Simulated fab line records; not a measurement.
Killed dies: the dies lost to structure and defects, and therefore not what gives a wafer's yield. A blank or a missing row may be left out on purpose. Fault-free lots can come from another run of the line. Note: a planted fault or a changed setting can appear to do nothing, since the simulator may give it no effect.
Lot-split experiment ; flow n5Finfet ; on a route of 1938 steps: 7 lots, 39 wafers read

== THE SPLIT ITSELF ==
At N5_BEOL_M6_ILD_DEP_00 (deposits SiCOH lowk from DEMS/porogen, target thk 179.75 nm, time 33.4 s), the setting timeS was moved away from the recipe's 33.4 s on 12 of the 39 wafers read, by -48.6% to +37.1%. This setting was run at the recipe's value on the other wafers.

== THE PATH FROM SPLIT TO READING: the file shows 1 step between them ==
- N5_BEOL_M6_CURE_74: cures SiCOH lowk, time 240 s

== THE READING ==
M6_ILD_THK in nanometres, read at N5_BEOL_M6_THK_MEAS_01. Fault-free wafers of this fab line usually give 155.2 nm, standard deviation 2.3 nm.

wafer;tool, chamber at the split;timeS as run, s;against the recipe;M6_ILD_THK, nm;against lot-mates on the recipe
L074.1;pecvd-01, 0;43.13;+29.1%;195.2;+41.6
L074.2;pecvd-01, 2;43.13;+29.1%;195.6;+42.0
L074.3;pecvd-01, 1;33.4;recipe;153.5;-
L074.4;pecvd-01, 2;43.13;+29.1%;200.5;+46.9
L074.5;pecvd-01, 1;33.4;recipe;154.4;-
L074.6;pecvd-01, 0;33.4;recipe;153.0;-
L076.1;pecvd-03, 1;33.4;recipe;153.9;-
L076.2;pecvd-03, 0;33.4;recipe;155.5;-
L076.3;pecvd-03, 2;33.4;recipe;156.0;-
L076.4;pecvd-03, 0;33.4;recipe;157.8;-
L076.5;pecvd-03, 1;33.4;recipe;157.6;-
L076.6;pecvd-03, 2;33.4;recipe;158.5;-
L079.1;pecvd-04, 0;45.8;+37.1%;209.9;+51.8
L079.2;pecvd-04, 1;45.8;+37.1%;209.5;+51.4
L079.3;pecvd-04, 0;45.8;+37.1%;214.8;+56.7
L079.4;pecvd-04, 1;33.4;recipe;159.1;-
L079.5;pecvd-04, 1;33.4;recipe;158.1;-
L079.6;pecvd-04, 0;33.4;recipe;157.0;-
L082.1;pecvd-03, 0;33.4;recipe;155.8;-
L082.3;pecvd-03, 1;33.4;recipe;157.7;-
L082.6;pecvd-03, 1;33.4;recipe;158.9;-
L088.1;pecvd-01, 2;17.16;-48.6%;81.1;-72.1
L088.2;pecvd-01, 1;17.16;-48.6%;78.5;-74.7
L088.3;pecvd-01, 0;33.4;recipe;149.8;-
L088.4;pecvd-01, 2;17.16;-48.6%;80.6;-72.6
L088.5;pecvd-01, 1;33.4;recipe;155.7;-
L088.6;pecvd-01, 0;33.4;recipe;154.0;-
L091.1;pecvd-04, 1;33.4;recipe;152.9;-
L091.2;pecvd-04, 2;33.4;recipe;150.3;-
L091.3;pecvd-04, 0;33.4;recipe;153.8;-
L091.4;pecvd-04, 0;33.4;recipe;156.8;-
L091.5;pecvd-04, 1;33.4;recipe;156.7;-
L091.6;pecvd-04, 2;33.4;recipe;152.6;-
L093.1;pecvd-01, 0;20.69;-38.1%;93.1;-62.1
L093.2;pecvd-01, 2;20.69;-38.1%;94.5;-60.7
L093.3;pecvd-01, 1;20.69;-38.1%;94.9;-60.3
L093.4;pecvd-01, 1;33.4;recipe;155.8;-
L093.5;pecvd-01, 0;33.4;recipe;153.7;-
L093.6;pecvd-01, 2;33.4;recipe;156.0;-

THE FIT
A straight line over all 39 wafers: M6_ILD_THK changes by +1.54 nm for each +1% of timeS; r = +1.00; the points scatter about the line by 2.5 nm.
The same after taking each lot's own level away (the mean of its wafers on the recipe; 39 wafers): +1.51 nm for each +1%; r = +1.00; scatter 2.1 nm.
Per that fit: largest timeS move, reading shift of 73 nm.
The span of the lots' own levels, 153.17 to 158.07 nm, comes to 2.1 times the standard deviation stated above.
So the lot-to-lot level changes the slope little: the two slopes agree.
Check: with one of the wafers moved furthest among these (-48.6%) left out of the fit, the line predicts -74.2 nm for it against its lot-mates. Against them it came out at -72.1 nm.

== OTHER SPLITS APPLIED TO THESE WAFERS ==
These wafers also went through other splits before the reading. Each is held against what the fit with the lots' levels taken away leaves over:
other split on the same wafers;wafers away from the commonest value;r with M6_ILD_THK (lot level and that fit taken away)
N5_BEOL_M3_HM_DEP_02 targetThkA;15;+0.32

== THE WHOLE CHAIN: every reading that the file lists as answering this split, in the file's order ==
step;what it does;reading;change (the file's fit);r (the file's)
N5_BEOL_M6_ILD_DEP_00;deposits SiCOH lowk from DEMS/porogen, target thk 179.75 nm, time 33.4 s;SiCOH_lowk_of_BEOL_M6_ILD_DEP_00.thkNm (the simulator's own value, which no gauge read);+1.73 nm for each +1% of the setting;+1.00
N5_BEOL_M6_CURE_74;cures SiCOH lowk, time 240 s;SiCOH_lowk_of_BEOL_M6_ILD_DEP_00.thkNm (the simulator's own value, which no gauge read);+1.51 nm for each +1% of the setting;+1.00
N5_BEOL_M6_THK_MEAS_01;;M6_ILD_THK;+1.51 for each +1% of the setting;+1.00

== THE FILE'S OWN FIT ==
M6_ILD_THK changes by +1.51 nm for each +1% of timeS, r = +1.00.
